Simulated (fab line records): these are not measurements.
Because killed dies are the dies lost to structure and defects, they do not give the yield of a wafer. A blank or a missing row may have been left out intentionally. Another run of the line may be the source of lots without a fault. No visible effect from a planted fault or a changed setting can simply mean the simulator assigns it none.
A struck lot beside a sound one -- flow nand-harc -- 14 steps out of a route of 1302
Sound: wafers L232.1, L232.4, L232.5. Struck: wafers L243.2, L243.3, L243.5. The cause is given at the end.
Each step with rows lists, per side, the tool, then ch with its chambers, then its first start. Under that, the readings that differ: sound wafers -- struck wafers -- difference of the means -- sigmas: that difference in standard deviations of wafers without a fault.
alike: same words and numbers on both sides, and readings whose means sit less than 2 such deviations apart. not compared: any withheld reading, any reading some wafer has no value for, any bound like >300 that may hide the same value, and any number with overlapping values for which the record gives no deviation.
The two part at a step that has a row with sigmas, a row that says differs or no value, or rows on one side only. Non-overlapping numbers with no deviation appear without sigmas and do not part them. A reading missing from all wafers of one side parts the sides only when that side holds two or more wafers.

first, 3 steps without rows for these wafers: NHARC_A_CONTACT_EXPOSE_39 (exposes mask A CC 3); NHARC_A_CONTACT_PEB_40 (peb time 65 s); NHARC_A_CONTACT_DEVELOP_41 (develop time 35 s).
NHARC_A_CONTACT_CD_MEAS_42: the cd target is 300 nm.
  sound on cd-sem-02 ch 0, day 23 00:05; struck on cd-sem-02 ch 0, day 28 09:53
  alike: cd-nm
NHARC_A_CONTACT_OVL_MEAS_43:
  sound on overlay-01, day 23 00:10; struck on overlay-02, day 28 09:58
reading,sound,struck,difference,sigmas
overlay-x-nm (nm),1.4 1.8 1.8,-0.5 -0.6 -0.3,-2.1,-3
  alike: overlay-y-nm
NHARC_A_CONTACT_INSPECT_44:
  sound on defect-inspect-02, day 23 00:13; struck on defect-inspect-02, day 28 10:00
  alike: raw-defect-count
then, 1 step without rows for these wafers: NHARC_A_CONTACT_DESCUM_47 (chemistry O2, time 3 s).
NHARC_A_CONTACT_ETCH_48: etches the open film in CF4, target depth 39 nm, time 65 s.
  sound on rie-diel-08 ch 2,3, day 23 00:32; struck on rie-diel-08 ch 1,3, day 28 10:09
  alike: bias-w, cf4-flow-sccm, drypump-motor-current-A, oes-product-au, rf-vpp-V, showerhead-plenum-p-Torr, throttle-valve-pct
  not compared: rf-hours-counter-h
NHARC_A_CONTACT_ETCH_49: etches the open film in N2/H2, target depth 260 nm, time 475.3 s.
  sound: rie-diel-08 ch 0,2,3; struck: rie-diel-08 ch 0,1,2
  alike: bias-w, chamber-pressure-mTorr, drypump-motor-current-A, oes-product-au, rf-vpp-V, showerhead-plenum-p-Torr, throttle-valve-pct
  not compared: rf-hours-counter-h
NHARC_A_CONTACT_ETCH_50: etches the open film in CF4/CHF3, target depth 121 nm, time 60.5 s.
  sound: rie-diel-08 ch 1,3; struck: rie-diel-08 ch 0,1
  alike: bias-w, cf4-flow-sccm, drypump-motor-current-A, oes-product-au, rf-vpp-V, showerhead-plenum-p-Torr, throttle-valve-pct
  not compared: rf-hours-counter-h
then, 1 step without rows for these wafers: NHARC_A_CONTACT_ETCH_51 (etches the open film in O2/COS, target depth 7000 nm, time 1820 s).
NHARC_A_CONTACT_ETCH_111: etches the open film in C4F8/O2/Ar, time 140 s, target depth 700 nm.
  sound on har-cap-etch-01 ch 0,1, day 23 02:59; struck on har-cap-etch-02 ch 0,1, day 28 11:53
  alike: chamber-pressure-mTorr, oes-air-line-au
  not compared: rf-hours-counter-h
NHARC_A_CONTACT_ETCH_112: etches the open film in C4F8/O2/Ar, time 190 s, target depth 1850 nm.
  sound on har-cap-etch-01 ch 0,1, day 23 03:11; struck on har-cap-etch-02 ch 0,1, day 28 12:05
  no value came back on the struck wafers for chamber-pressure-mTorr (mTorr), oes-air-line-au (a.u.); on the sound wafers chamber-pressure-mTorr (mTorr) reads 20.013 19.982 20.011
  not compared: rf-hours-counter-h
NHARC_A_CONTACT_ETCH_113: etches the open film in C4F8/O2/Ar, time 190 s, target depth 1850 nm.
  sound on har-cap-etch-01 ch 0,1, day 23 03:22; struck on har-cap-etch-02 ch 0,1, day 28 12:16
reading,sound,struck,difference,sigmas
chamber-pressure-mTorr (mTorr),20.028 20.028 20.014,20.016 19.995 19.936,-0.041,-2
  alike: oes-air-line-au
  not compared: rf-hours-counter-h

WHERE THEY PART
Earliest at NHARC_A_CONTACT_OVL_MEAS_43; latest, in this record, at NHARC_A_CONTACT_ETCH_113.

WHY: whatever the simulator had introduced
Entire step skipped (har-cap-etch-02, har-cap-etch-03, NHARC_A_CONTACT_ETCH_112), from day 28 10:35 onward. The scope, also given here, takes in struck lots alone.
